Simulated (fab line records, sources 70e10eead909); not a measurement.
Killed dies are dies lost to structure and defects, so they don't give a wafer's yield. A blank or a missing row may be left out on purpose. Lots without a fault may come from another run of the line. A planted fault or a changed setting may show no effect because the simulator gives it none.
fab line records | flow nand_harc | part 1 of 2: steps 1 to 25 of 33
record lots=5 wafers=15 last_day=23
route steps=1159 shown A_CONTACT@956 A_BLC@964
lots that met no fault: from a run of the same line without faults
start_h: hours from the record's first day to the start of the lot's first wafer shown | wait_h: hours since the lot's step before | " the same as in the row above | L1.1+2: a row that stands for several wafers | - no value, or no start given | * or withheld: withheld | < > ~ a bound
route shown NAME@n: a module of which the file shows steps, and the number in the route of the first | usual: mean/standard deviation of fault-free wafers | same: alike in all rows | chamber/n: place in a boat | sites: the reading at each site | _std_site: their standard deviation | _edge_site: outer sites' mean less inner sites' | radius_mm: how far each site lies from the wafer's centre | mask NAME#n: copy n | behind: the tool/chamber that last shaped the wafer | hold: why the lot was held/for how many hours/how that ended | device: the transistor (n, p or np) that didn't switch | end of line: the same wafers' tests at the end of the route | a step without rows: its recipe alone | killed: dies lost to structure and defects at the first sort, not the wafer's yield | map: a wafer's dies, x killed, . not, _ none there
set.NAME: the setting as run; set.NAME@STEP: as run at that earlier step | model.NAME: the simulator's own value behind a step, which no gauge read
lots at some steps of the route; a table a step, a row a wafer
services: from which hour (start_h, from the record's first day; less than 0 if before it) a tool's chamber was out of use, for how many hours, and why
## steps
# step NHARC_A_CONTACT_STRIP_26
# recipe o2_flow_sccm=500 ar_flow_sccm=0 bias_w=0 chemistry=O2
# usual chamber_pressure_mTorr=59.99/0.053 drypump_motor_current_A=5.7/0.41 oes_product_au=1.001/0.013 rf_vpp_V=57.8/0.92 showerhead_plenum_p_Torr=3.53/0.12 throttle_valve_pct=17.036/0.0091
# columns lot.wafer tool chamber start_h wait_h chamber_pressure_mTorr drypump_motor_current_A oes_product_au rf_hours_counter_h rf_vpp_V showerhead_plenum_p_Torr throttle_valve_pct
L075.4 rie_diel-06 1 - - 59.91 5.1 0.982 52 56.7 3.47 17.039
L075.5 " 2 " " 60.05 5.9 1.007 - 58.9 3.47 17.031
L075.6 " 3 " " 60.00 6.4 0.999 - 56.3 3.45 17.029
L077.3 rie_diel-13 0 - - 60.05 5.7 0.982 26 56.8 3.28 17.043
L077.5 " 2 " " 59.99 5.9 1.007 - 57.5 3.49 17.032
L077.4 " 3 " " 60.00 5.9 0.998 - 57.0 3.56 17.034
L083.4 rie_diel-01 0 - - 59.90 5.8 0.997 42 57.7 3.61 17.035
L083.3 " 1 " " 59.96 5.0 1.014 45 56.0 3.42 17.042
L083.6 " 2 " " 59.97 5.2 1.000 - 58.7 3.59 17.048
L084.3 rie_diel-13 2 - - 59.95 5.9 1.027 36 57.7 3.48 17.025
L084.4 " 3 " " 59.96 5.9 1.002 37 58.1 3.55 17.044
L084.2 " 0 " " 60.00 5.6 0.998 37 57.1 3.27 17.042
L086.4 rie_diel-13 2 - - 60.10 5.9 0.999 4 58.1 3.48 17.025
L086.2 " 3 " " 60.03 5.9 1.009 4 57.5 3.55 17.037
L086.6 " 3 " " 60.01 5.8 1.013 - 59.6 3.55 17.028
# step NHARC_A_CONTACT_STRIP_27
# recipe time_s=600 temp_c=30 chemistry=post_etch_residue_remover
# columns lot.wafer tool chamber start_h wait_h
L075.4+6+5 wet_bench-02 1,2,6 389.09 -
L077.3+5+4 wet_bench-07 7,2,3 395.21 -
L083.6+3+4 wet_bench-02 5,6,1 441.37 -
L084.4+3+2 wet_bench-02 5,7,0 443.19 -
L086.4+6+2 wet_bench-01 5,0,1 476.68 -
# step NHARC_A_CONTACT_ALD_18
# recipe target_thk_a=30 pulse_time_s=1 ald_cycles=150 temp_c=450 material=TiN
# usual heater_power_w=1035/100 precursor_pulse_height_rel=1.000/0.018
# same pulse_time_s=1
# columns lot.wafer tool chamber start_h wait_h heater_power_w precursor_pulse_height_rel
L075.4 ald_metal-02 3 389.36 - 1028 1.019
L075.6 " 3 " " 1037 0.982
L075.5 " 0 " " 1020 0.993
L077.4 ald_metal-03 0 395.48 - 1153 1.005
L077.3 " 3 " " 1054 0.989
L077.5 " 1 " " 1045 0.981
L083.4 ald_metal-03 3 441.63 - 999 0.984
L083.3 " 2 " " 975 0.999
L083.6 " 3 " " 1036 0.992
L084.4 ald_metal-02 3 443.45 - 1037 1.016
L084.3 " 1 " " 870 0.992
L084.2 " 2 " " 1026 0.977
L086.4 ald_metal-04 2 476.98 - 986 1.003
L086.2 " 0 " " 1216 0.984
L086.6 " 2 " " 978 1.002
# step NHARC_A_CONTACT_CVD_19
# recipe target_thk_a=3000 temp_c=300 pressure_torr=40 wf6_flow_sccm=40 h2_flow_sccm=1600 ar_flow_sccm=1560 time_s=802 material=W
# usual heater_power_w=475/46 throttle_valve_pct=7.99/0.24
# columns lot.wafer tool chamber start_h wait_h heater_power_w throttle_valve_pct
L075.4 cvd_w-02 0 - - 466 7.78
L075.6 " 0 " " 448 7.50
L075.5 " 1 " " 448 8.22
L077.4 cvd_w-01 0 - - 438 8.04
L077.3 " 1 " " 541 8.33
L077.5 " 0 " " 431 7.76
L083.3 cvd_w-01 0 - - 450 8.07
L083.4 " 1 " " 543 8.20
L083.6 " 0 " " 435 7.84
L084.2 cvd_w-02 1 - - 435 7.96
L084.3 " 0 " " 472 7.78
L084.4 " 1 " " 447 7.93
L086.2 cvd_w-02 0 - - 450 7.71
L086.4 " 0 " " 445 7.78
L086.6 " 1 " " 449 8.15
# step NHARC_A_CONTACT_CMP_20
# recipe t_overpolish_s=30 target_thk_nm=300
# usual motor_current_A=11.5/1.1 overpolish_run_s=30.000/0.0097 time_to_endpoint_s=58/4.4
# columns lot.wafer tool chamber start_h wait_h motor_current_A overpolish_run_s time_to_endpoint_s
L075.4 cmp-04 0 390.49 0.5 9.9 30.003 53
L075.5 " 3 " " 11.0 30.009 60
L075.6 " 0 " " 9.5 30.009 52
L077.4 cmp-01 1 399.09 0.5 13.3 30.000 63
L077.3 " 2 " " 12.2 30.005 61
L077.5 " 2 " " 13.0 30.006 66
L083.3 cmp-04 0 447.47 0.6 10.0 30.000 52
L083.4 " 1 " " 12.3 29.989 67
L083.6 " 3 " " 10.8 30.011 61
L084.2 cmp-04 1 452.81 0.7 12.0 30.016 62
L084.3 " 2 " " 12.4 30.012 61
L084.4 " 3 " " 10.4 30.003 60
L086.2 cmp-01 3 483.51 0.8 11.9 29.999 61
L086.4 " 1 " " 13.3 29.991 61
L086.6 " 0 " " 11.9 30.005 59
# step NHARC_A_CONTACT_SRD_22
# columns lot.wafer tool chamber start_h wait_h
L075.4+5+6 wet_bench-02 7,1,2 390.79 0.0
L077.4+5+3 wet_bench-02 6,7,1 399.41 0.0
L083.3+6+4 wet_bench-07 6,0,3 447.74 0.0
L084.2+3+4 wet_bench-02 7,0,2 453.12 0.0
L086.6+2+4 wet_bench-02 3,5,6 483.84 0.0
# step NHARC_A_CONTACT_INSPECT_23
# usual raw_defect_count=410/130
# columns lot.wafer tool chamber start_h wait_h raw_defect_count
L075.4 defect_inspect-02 - 390.87 0.1 431
L075.5 " - " " 419
L075.6 " - " " 292
L077.3 defect_inspect-01 - 399.49 0.1 368
L077.4 " - " " 590
L077.5 " - " " 757
L083.3 defect_inspect-01 - 447.83 0.1 388
L083.4 " - " " 308
L083.6 " - " " 365
L084.2 defect_inspect-01 - 453.22 0.1 426
L084.3 " - " " 531
L084.4 " - " " 338
L086.2 defect_inspect-02 - 483.91 0.1 360
L086.4 " - " " 423
L086.6 " - " " 308
# step NHARC_A_BLC_DEHYDRATE_00
# recipe temp_c=150 time_s=120
# columns lot.wafer tool chamber start_h wait_h
L075.4+5+6 litho_track-04 0 390.93 0.1
L077.3+4+5 litho_track-06 0 399.55 0.1
L083.3+4+6 litho_track-06 0 447.88 0.1
L084.2+3+4 litho_track-06 0 453.27 0.1
L086.2+4+6 litho_track-06 0 483.97 0.1
# step NHARC_A_BLC_HMDS_01
# recipe time_s=30
# columns lot.wafer tool chamber start_h wait_h
L075.4+5+6 litho_track-04 0 - -
L077.3+4+5 litho_track-06 0 - -
L083.3+4+6 litho_track-06 0 - -
L084.2+3+4 litho_track-06 0 - -
L086.2+4+6 litho_track-06 0 - -
# step NHARC_A_BLC_COAT_02
# recipe temp_c=260 time_s=75
# columns lot.wafer tool chamber start_h wait_h
L075.4+5+6 litho_track-04 0 - -
L077.3+4+5 litho_track-06 0 - -
L083.3+4+6 litho_track-06 0 - -
L084.2+3+4 litho_track-06 0 - -
L086.2+4+6 litho_track-06 0 - -
# step NHARC_A_BLC_COAT_03
# recipe temp_c=225 time_s=65
# columns lot.wafer tool chamber start_h wait_h
L075.4+5+6 litho_track-04 0 - -
L077.3+4+5 litho_track-06 0 - -
L083.3+4+6 litho_track-06 0 - -
L084.2+3+4 litho_track-06 0 - -
L086.2+4+6 litho_track-06 0 - -
# step NHARC_A_BLC_COAT_04
# recipe spin_rpm=1500 resist_thk_nm=90
# columns lot.wafer tool chamber start_h wait_h
L075.4+5+6 litho_track-04 0 - -
L077.3+4+5 litho_track-06 0 - -
L083.3+4+6 litho_track-06 0 - -
L084.2+3+4 litho_track-06 0 - -
L086.2+4+6 litho_track-06 0 - -
# step NHARC_A_BLC_SOFTBAKE_05
# recipe temp_c=105 time_s=55
# columns lot.wafer tool chamber start_h wait_h
L075.4+5+6 litho_track-04 0 - -
L077.3+4+5 litho_track-06 0 - -
L083.3+4+6 litho_track-06 0 - -
L084.2+3+4 litho_track-06 0 - -
L086.2+4+6 litho_track-06 0 - -
# step NHARC_A_BLC_EBR_06
# columns lot.wafer tool chamber start_h wait_h
L075.4+5+6 litho_track-04 0 - -
L077.3+4+5 litho_track-06 0 - -
L083.3+4+6 litho_track-06 0 - -
L084.2+3+4 litho_track-06 0 - -
L086.2+4+6 litho_track-06 0 - -
# step NHARC_A_BLC_EXPOSE_07
# recipe na=1.35 target_cd_nm=100 dose_mj=67.97 mask_id=A_BLC
# usual focus_offset_nm=0.0/0.61
# columns lot.wafer tool chamber start_h wait_h mask focus_offset_nm
L075.4 arfi_scanner-02 0 391.25 - A_BLC#0 -0.4
L075.5 " 0 " " A_BLC#0 0.5
L075.6 " 0 " " A_BLC#0 0.3
L077.3 arfi_scanner-02 0 399.87 - A_BLC#0 0.6
L077.4 " 0 " " A_BLC#0 0.6
L077.5 " 0 " " A_BLC#0 -0.7
L083.3 arfi_scanner-01 0 448.08 - A_BLC#0 -0.3
L083.4 " 0 " " A_BLC#0 0.3
L083.6 " 0 " " A_BLC#0 -0.3
L084.2 arfi_scanner-03 0 453.59 - A_BLC#0 0.1
L084.3 " 0 " " A_BLC#0 0.3
L084.4 " 0 " " A_BLC#0 0.2
L086.2 arfi_scanner-01 0 484.16 - A_BLC#0 -0.3
L086.4 " 0 " " A_BLC#0 -1.0
L086.6 " 0 " " A_BLC#0 -0.3
# step NHARC_A_BLC_PEB_08
# recipe peb_temp_c=100 peb_time_s=65
# columns lot.wafer tool chamber start_h wait_h
L075.4+5+6 litho_track-01 0 391.30 0.0
L077.3+4+5 litho_track-04 0 399.93 0.0
L083.3+4+6 litho_track-06 0 448.13 0.0
L084.2+3+4 litho_track-01 0 453.65 0.1
L086.2+4+6 litho_track-01 0 484.21 0.1
# step NHARC_A_BLC_DEVELOP_09
# recipe develop_time_s=35 dev_temp_c=23
# usual developer_temp_C=23.02/0.1
# columns lot.wafer tool chamber start_h wait_h developer_temp_C
L075.4 litho_track-01 0 - - 22.95
L075.5 " 0 " " 23.04
L075.6 " 0 " " 23.12
L077.3 litho_track-04 0 - - 23.14
L077.4 " 0 " " 23.09
L077.5 " 0 " " 23.13
L083.3 litho_track-06 0 - - 22.96
L083.4 " 0 " " 23.14
L083.6 " 0 " " 22.99
L084.2 litho_track-01 0 - - 22.93
L084.3 " 0 " " 22.97
L084.4 " 0 " " 23.00
L086.2 litho_track-01 0 - - 22.89
L086.4 " 0 " " 22.81
L086.6 " 0 " " 23.05
# step NHARC_A_BLC_CD_MEAS_10
# recipe target_cd_nm=100 landing_energy_ev=500
# usual cd_nm=99.5/0.88
# columns lot.wafer tool chamber start_h wait_h cd_nm
L075.4 cd_sem-02 0 391.39 - 98.7
L075.5 " 0 " " 97.7
L075.6 " 0 " " 99.5
L077.3 cd_sem-01 0 400.01 - 99.3
L077.4 " 0 " " 99.2
L077.5 " 0 " " 98.8
L083.3 cd_sem-02 0 448.21 - 101.7
L083.4 " 0 " " 100.8
L083.6 " 0 " " 100.3
L084.2 cd_sem-01 0 453.73 - 100.3
L084.3 " 0 " " 100.7
L084.4 " 0 " " 99.3
L086.2 cd_sem-03 0 484.29 - 98.5
L086.4 " 0 " " 99.0
L086.6 " 0 " " 99.5
# step NHARC_A_BLC_OVL_MEAS_11
# usual overlay_x_nm=0.0/0.67 overlay_y_nm=0.1/1
# columns lot.wafer tool chamber start_h wait_h overlay_x_nm overlay_y_nm
L075.4 overlay-01 - 391.47 - -0.4 -0.6
L075.5 " - " " 0.2 0.8
L075.6 " - " " -0.3 -0.1
L077.3 overlay-02 - 400.09 - 0.0 0.0
L077.4 " - " " 0.6 0.2
L077.5 " - " " 0.2 -0.2
L083.3 overlay-02 - 448.30 - 0.3 0.1
L083.4 " - " " 0.7 0.5
L083.6 " - " " 0.1 0.5
L084.2 overlay-02 - 453.81 - -0.1 1.3
L084.3 " - " " -0.3 1.6
L084.4 " - " " -0.1 1.3
L086.2 overlay-02 - 484.38 - -1.1 1.3
L086.4 " - " " -0.6 1.7
L086.6 " - " " -1.0 1.6
# step NHARC_A_BLC_INSPECT_12
# usual raw_defect_count=32/13
# columns lot.wafer tool chamber start_h wait_h raw_defect_count
L075.4 defect_inspect-02 - 391.51 0.0 31
L075.5 " - " " 36
L075.6 " - " " 32
L077.3 defect_inspect-01 - 400.13 0.0 24
L077.4 " - " " 24
L077.5 " - " " 24
L083.3 defect_inspect-01 - 448.33 0.0 12
L083.4 " - " " 14
L083.6 " - " " 18
L084.2 defect_inspect-01 - 453.85 0.0 36
L084.3 " - " " 32
L084.4 " - " " 32
L086.2 defect_inspect-02 - 484.42 0.0 37
L086.4 " - " " 51
L086.6 " - " " 36
# step NHARC_A_BLC_DESCUM_15
# recipe time_s=3 o2_flow_sccm=200 ar_flow_sccm=0 bias_power_w=0 chemistry=O2
# usual chamber_pressure_mTorr=60.01/0.057 drypump_motor_current_A=5.9/0.38 oes_product_au=0.999/0.013 rf_vpp_V=57.7/0.93 showerhead_plenum_p_Torr=1.90/0.083 throttle_valve_pct=11.312/0.0087
# columns lot.wafer tool chamber start_h wait_h chamber_pressure_mTorr drypump_motor_current_A oes_product_au rf_hours_counter_h rf_vpp_V showerhead_plenum_p_Torr throttle_valve_pct
L075.4 rie_diel-07 2 391.59 0.1 60.11 6.4 1.015 19 57.6 1.87 11.315
L075.5 " 3 " " 60.00 5.7 1.005 - 57.6 1.95 11.298
L075.6 " 0 " " 60.04 6.0 1.017 - 59.0 2.01 11.316
L077.4 rie_diel-07 3 400.21 0.1 59.94 5.7 0.997 19 58.8 1.95 11.317
L077.3 " 0 " " 59.95 6.0 1.014 17 57.4 2.01 11.305
L077.5 " 2 " " 59.97 6.4 1.004 - 58.8 1.87 11.309
L083.4 rie_diel-02 1 448.39 0.1 60.17 6.1 1.008 38 58.4 2.00 11.320
L083.3 " 0 " " 60.11 6.0 0.999 37 57.7 1.79 11.313
L083.6 " 2 " " 60.02 5.7 0.978 - 57.6 1.85 11.317
L084.4 rie_diel-11 1 453.91 0.1 59.93 6.4 1.006 7 58.7 1.97 11.315
L084.2 " 3 " " 60.01 5.0 0.987 6 55.9 1.77 11.306
L084.3 " 0 " " 60.00 5.8 1.001 7 57.8 1.97 11.318
L086.2 rie_diel-07 0 484.47 0.1 60.10 6.0 1.007 7 60.4 2.00 11.306
L086.4 " 3 " " 60.06 5.8 1.027 6 57.8 1.95 11.304
L086.6 " 0 " " 59.94 6.0 1.002 - 56.6 2.00 11.309
# step NHARC_A_BLC_ETCH_16
# recipe target_depth_a=390 over_etch_frac=0.3 time_s=65 ion_energy_ev=80 cf4_flow_sccm=150 ar_flow_sccm=0 rf_w=300 bias_w=100 chemistry=CF4
# usual cf4_flow_sccm=150.0/0.5 chamber_pressure_mTorr=50.00/0.042 drypump_motor_current_A=5.9/0.39 oes_product_au=1.000/0.013 rf_fwd_power_W=297.6/1.1 rf_vpp_V=151.1/1.1 showerhead_plenum_p_Torr=1.75/0.072 throttle_valve_pct=13.285/0.0092
# columns lot.wafer tool chamber start_h wait_h cf4_flow_sccm chamber_pressure_mTorr drypump_motor_current_A oes_product_au rf_fwd_power_W rf_hours_counter_h rf_vpp_V showerhead_plenum_p_Torr throttle_valve_pct
L075.4 rie_diel-07 0 391.65 0.1 149.1 49.95 6.0 1.006 297.4 17 151.7 1.85 13.293
L075.5 " 0 " " 150.4 49.98 6.0 1.010 297.8 - 151.2 1.85 13.283
L075.6 " 1 " " 150.4 50.01 5.6 0.995 295.8 - 150.2 1.67 13.283
L077.3 rie_diel-07 2 400.28 0.1 149.6 50.02 6.4 1.012 297.8 20 151.1 1.73 13.280
L077.4 " 0 " " 150.0 49.92 6.0 1.014 298.3 17 151.1 1.85 13.293
L077.5 " 1 " " 150.0 50.01 5.6 0.987 297.2 - 149.9 1.67 13.295
L083.4 rie_diel-02 3 448.48 0.1 149.7 50.03 6.0 0.991 297.6 41 148.8 1.66 13.283
L083.3 " 2 " " 151.0 49.93 5.7 0.986 297.8 39 151.1 1.72 13.282
L083.6 " 0 " " 150.0 50.05 6.0 0.987 298.0 - 151.4 1.66 13.292
L084.3 rie_diel-11 1 453.99 0.1 150.5 50.00 6.4 1.014 296.2 7 151.7 1.81 13.263
L084.4 " 2 " " 150.3 49.94 5.3 0.990 296.4 7 150.7 1.73 13.288
L084.2 " 0 " " 150.1 50.04 5.8 1.006 296.8 7 152.4 1.82 13.289
L086.4 rie_diel-07 2 484.57 0.1 149.5 50.02 6.4 0.990 296.7 7 151.8 1.73 13.277
L086.2 " 3 " " 150.2 50.09 5.7 1.020 299.0 6 151.6 1.80 13.285
L086.6 " 0 " " 148.9 49.98 6.0 1.002 299.6 - 152.0 1.85 13.277
# step NHARC_A_BLC_ETCH_17
# recipe target_depth_a=3900 over_etch_frac=0.25 time_s=609.38 ion_energy_ev=200 n2_flow_sccm=150 h2_flow_sccm=150 ar_flow_sccm=0 rf_w=400 bias_w=150 chemistry=N2/H2
# usual chamber_pressure_mTorr=30.000/0.024 drypump_motor_current_A=5.9/0.4 oes_product_au=0.998/0.013 rf_fwd_power_W=399.4/1.2 rf_vpp_V=429.8/2.6 showerhead_plenum_p_Torr=2.01/0.088 throttle_valve_pct=14.170/0.0096
# columns lot.wafer tool chamber start_h wait_h chamber_pressure_mTorr drypump_motor_current_A oes_product_au rf_fwd_power_W rf_hours_counter_h rf_vpp_V showerhead_plenum_p_Torr throttle_valve_pct
L075.4 rie_diel-07 3 - - 30.037 5.7 1.013 397.8 19 431.9 2.08 14.180
L075.5 " 2 " " 29.997 6.4 1.009 399.9 - 428.3 1.99 14.172
L075.6 " 3 " " 29.995 5.7 1.004 400.6 - 431.5 2.08 14.161
L077.3 rie_diel-07 3 - - 30.000 5.7 1.018 399.6 20 432.3 2.08 14.164
L077.4 " 0 " " 30.010 6.0 1.001 401.2 18 431.3 2.14 14.149
L077.5 " 2 " " 30.007 6.4 1.008 400.3 - 430.0 1.99 14.177
L083.4 rie_diel-02 2 - - 30.014 5.7 0.979 398.6 39 428.3 1.98 14.176
L083.3 " 0 " " 30.014 5.9 0.992 399.1 37 427.8 1.90 14.175
L083.6 " 1 " " 30.026 6.1 0.991 400.5 - 431.9 2.13 14.172
L084.4 rie_diel-11 3 - - 30.003 5.0 0.977 399.1 6 426.8 1.89 14.172
L084.2 " 0 " " 29.993 5.8 1.002 398.8 7 432.1 2.10 14.159
L084.3 " 1 " " 30.028 6.4 1.010 399.3 7 432.3 2.10 14.184
L086.2 rie_diel-07 2 - - 29.971 6.5 0.992 398.7 7 428.0 1.99 14.159
L086.4 " 1 " " 29.976 5.6 0.999 398.6 7 426.7 1.91 14.176
L086.6 " 2 " " 30.032 6.4 0.981 399.9 - 430.2 1.99 14.162
# step NHARC_A_BLC_ETCH_18
# recipe target_depth_a=9100 c4f8_flow_sccm=20 o2_flow_sccm=10 ar_flow_sccm=withheld rf_w=600 bias_w=1500 chemistry=C4F8/O2/Ar
# usual chamber_pressure_mTorr=25.000/0.021 oes_product_au=0.953/0.023 rf_fwd_power_W=598.8/1.8 rf_vpp_V=977/5.6
# columns lot.wafer tool chamber start_h wait_h chamber_pressure_mTorr oes_product_au rf_fwd_power_W rf_hours_counter_h rf_vpp_V
L075.4 rie_diel-07 3 - - 24.959 0.981 599.8 19 980
L075.6 " 3 " " 25.013 0.980 603.5 - 980
L075.5 " 0 " " 25.018 0.980 597.8 - 985
L077.3 rie_diel-07 3 - - 25.008 0.984 599.3 20 981
L077.4 " 0 " " 24.998 0.995 599.2 18 984
L077.5 " 2 " " 24.968 0.975 598.7 - 975
L083.3 rie_diel-02 0 - - 25.005 0.978 600.7 37 970
L083.4 " 2 " " 24.988 0.944 599.6 40 973
L083.6 " 0 " " 24.976 0.978 598.2 - 969
L084.2 rie_diel-11 0 - - 24.979 0.979 601.0 7 982
L084.4 " 1 " " 24.983 0.963 598.1 7 982
L084.3 " 3 " " 24.990 0.968 597.3 7 968
L086.4 rie_diel-07 2 - - 24.994 0.953 595.6 7 975
L086.2 " 3 " " 24.998 0.998 598.0 7 979
L086.6 " 2 " " 24.990 0.958 598.5 - 974
# step NHARC_A_BLC_CD_MEAS_19
# usual cd_nm=100.3/2.9
# columns lot.wafer tool chamber start_h wait_h cd_nm
L075.4 cd_sem-02 - 392.55 - 103.1
L075.5 " - " " 95.0
L075.6 " - " " 102.3
L077.3 cd_sem-02 - 401.16 - 103.0
L077.4 " - " " 96.7
L077.5 " - " " 100.8
L083.3 cd_sem-01 - 449.37 - 101.8
L083.4 " - " " 97.0
L083.6 " - " " 98.3
L084.2 cd_sem-01 - 454.88 - 101.0
L084.3 " - " " 100.7
L084.4 " - " " 99.6
L086.2 cd_sem-02 - 485.44 - 98.5
L086.4 " - " " 106.0
L086.6 " - " " 100.9
